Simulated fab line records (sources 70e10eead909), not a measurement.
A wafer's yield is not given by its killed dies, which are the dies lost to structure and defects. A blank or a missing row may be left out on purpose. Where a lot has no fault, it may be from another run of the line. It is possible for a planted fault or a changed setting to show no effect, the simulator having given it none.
Chamber matching || flow nand_harc || rie_diel-11 running NHARC_HYBRID_BOND_ACTIVATE_00: 4 sister chambers
The step chemistry N2, time 60 s. 18 wafers are shown with their chamber, then 9 later ones without.

## EACH WAFER AND ITS CHAMBER
{"wafer": "L646.1", "chamber": 2, "drypump_motor_current_A (A)": 5.8, "oes_product_au (a.u.)": 0.979, "rf_vpp_V (V)": 65.4}
{"wafer": "L646.5", "chamber": 1, "drypump_motor_current_A (A)": 5.0, "oes_product_au (a.u.)": 0.982, "rf_vpp_V (V)": 64.1}
{"wafer": "L646.6", "chamber": 0, "drypump_motor_current_A (A)": 6.4, "oes_product_au (a.u.)": 1.015, "rf_vpp_V (V)": 63.8}
{"wafer": "L649.1", "chamber": 1, "drypump_motor_current_A (A)": 5.0, "oes_product_au (a.u.)": 1.001, "rf_vpp_V (V)": 64.7}
{"wafer": "L649.4", "chamber": 0, "drypump_motor_current_A (A)": 6.5, "oes_product_au (a.u.)": 1.011, "rf_vpp_V (V)": 62.6}
{"wafer": "L649.6", "chamber": 0, "drypump_motor_current_A (A)": 6.5, "oes_product_au (a.u.)": 1.011, "rf_vpp_V (V)": 64.3}
{"wafer": "L651.2", "chamber": 3, "drypump_motor_current_A (A)": 6.2, "oes_product_au (a.u.)": 0.993, "rf_vpp_V (V)": 63.1}
{"wafer": "L651.3", "chamber": 0, "drypump_motor_current_A (A)": 6.4, "oes_product_au (a.u.)": 1.001, "rf_vpp_V (V)": 63.1}
{"wafer": "L651.4", "chamber": 2, "drypump_motor_current_A (A)": 5.9, "oes_product_au (a.u.)": 0.986, "rf_vpp_V (V)": 63.2}
{"wafer": "L652.2", "chamber": 3, "drypump_motor_current_A (A)": 6.2, "oes_product_au (a.u.)": 0.987, "rf_vpp_V (V)": 65.3}
{"wafer": "L652.3", "chamber": 0, "drypump_motor_current_A (A)": 6.5, "oes_product_au (a.u.)": 1.017, "rf_vpp_V (V)": 63.2}
{"wafer": "L652.5", "chamber": 1, "drypump_motor_current_A (A)": 5.0, "oes_product_au (a.u.)": 0.996, "rf_vpp_V (V)": 64.8}
{"wafer": "L650.1", "chamber": 0, "drypump_motor_current_A (A)": 6.5, "oes_product_au (a.u.)": 1.010, "rf_vpp_V (V)": 63.3}
{"wafer": "L650.5", "chamber": 0, "drypump_motor_current_A (A)": 6.5, "oes_product_au (a.u.)": 1.005, "rf_vpp_V (V)": 65.0}
{"wafer": "L650.6", "chamber": 3, "drypump_motor_current_A (A)": 6.2, "oes_product_au (a.u.)": 0.985, "rf_vpp_V (V)": 63.7}
{"wafer": "L653.2", "chamber": 2, "drypump_motor_current_A (A)": 5.8, "oes_product_au (a.u.)": 0.981, "rf_vpp_V (V)": 63.1}
{"wafer": "L653.3", "chamber": 0, "drypump_motor_current_A (A)": 6.4, "oes_product_au (a.u.)": 1.003, "rf_vpp_V (V)": 64.4}
{"wafer": "L653.5", "chamber": 0, "drypump_motor_current_A (A)": 6.4, "oes_product_au (a.u.)": 1.004, "rf_vpp_V (V)": 64.1}

SIGNATURES (means of the wafers above)
{"reading": "drypump_motor_current_A", "chamber 0": 6.456, "chamber 1": 5.000, "chamber 2": 5.833, "chamber 3": 6.200, "scatter within a chamber": 0.0454}
{"reading": "oes_product_au", "chamber 0": 1.00856, "chamber 1": 0.99300, "chamber 2": 0.98200, "chamber 3": 0.98833, "scatter within a chamber": 0.00599}
{"reading": "rf_vpp_V", "chamber 0": 63.756, "chamber 1": 64.533, "chamber 2": 63.900, "chamber 3": 64.033, "scatter within a chamber": 0.883}
Rule: a wafer lies at a distance from a chamber equal to the root of the sum of squares, over the readings, of (its reading less the chamber's mean, divided by the reading's scatter). The wafer belongs to the nearest chamber; if the next one is less than 2 further off, it can't be placed. The scatter: take each reading less its chamber's mean, square it, sum over the shown wafers, divide by the number of wafers less the number of chambers, and take the root.

## WAFERS WITH NO CHAMBER GIVEN
{"wafer": "L658.3", "drypump_motor_current_A (A)": 6.2, "oes_product_au (a.u.)": 0.975, "rf_vpp_V (V)": 63.6}
{"wafer": "L658.5", "drypump_motor_current_A (A)": 5.0, "oes_product_au (a.u.)": 0.988, "rf_vpp_V (V)": 66.3}
{"wafer": "L658.6", "drypump_motor_current_A (A)": 5.9, "oes_product_au (a.u.)": 0.983, "rf_vpp_V (V)": 63.7}
{"wafer": "L661.1", "drypump_motor_current_A (A)": 5.8, "oes_product_au (a.u.)": 0.986, "rf_vpp_V (V)": 62.9}
{"wafer": "L661.3", "drypump_motor_current_A (A)": 6.2, "oes_product_au (a.u.)": 0.984, "rf_vpp_V (V)": 64.3}
{"wafer": "L661.4", "drypump_motor_current_A (A)": 5.0, "oes_product_au (a.u.)": 1.006, "rf_vpp_V (V)": 64.1}
{"wafer": "L663.4", "drypump_motor_current_A (A)": 6.2, "oes_product_au (a.u.)": 0.989, "rf_vpp_V (V)": 63.7}
{"wafer": "L663.5", "drypump_motor_current_A (A)": 6.4, "oes_product_au (a.u.)": 1.014, "rf_vpp_V (V)": 64.5}
{"wafer": "L663.6", "drypump_motor_current_A (A)": 6.2, "oes_product_au (a.u.)": 0.989, "rf_vpp_V (V)": 65.0}

## THE CHAMBER EACH PASSED THROUGH
{"wafer": "L658.3", "from the rows above": 3, "in truth": 3}
{"wafer": "L658.5", "from the rows above": 1, "in truth": 1}
{"wafer": "L658.6", "from the rows above": 2, "in truth": 2}
{"wafer": "L661.1", "from the rows above": 2, "in truth": 2}
{"wafer": "L661.3", "from the rows above": 3, "in truth": 3}
{"wafer": "L661.4", "from the rows above": 1, "in truth": 1}
{"wafer": "L663.4", "from the rows above": 3, "in truth": 3}
{"wafer": "L663.5", "from the rows above": 0, "in truth": 0}
{"wafer": "L663.6", "from the rows above": 3, "in truth": 3}
9 of 9 placed correctly. Left unplaced by these rows: 0. 0 placed wrongly.
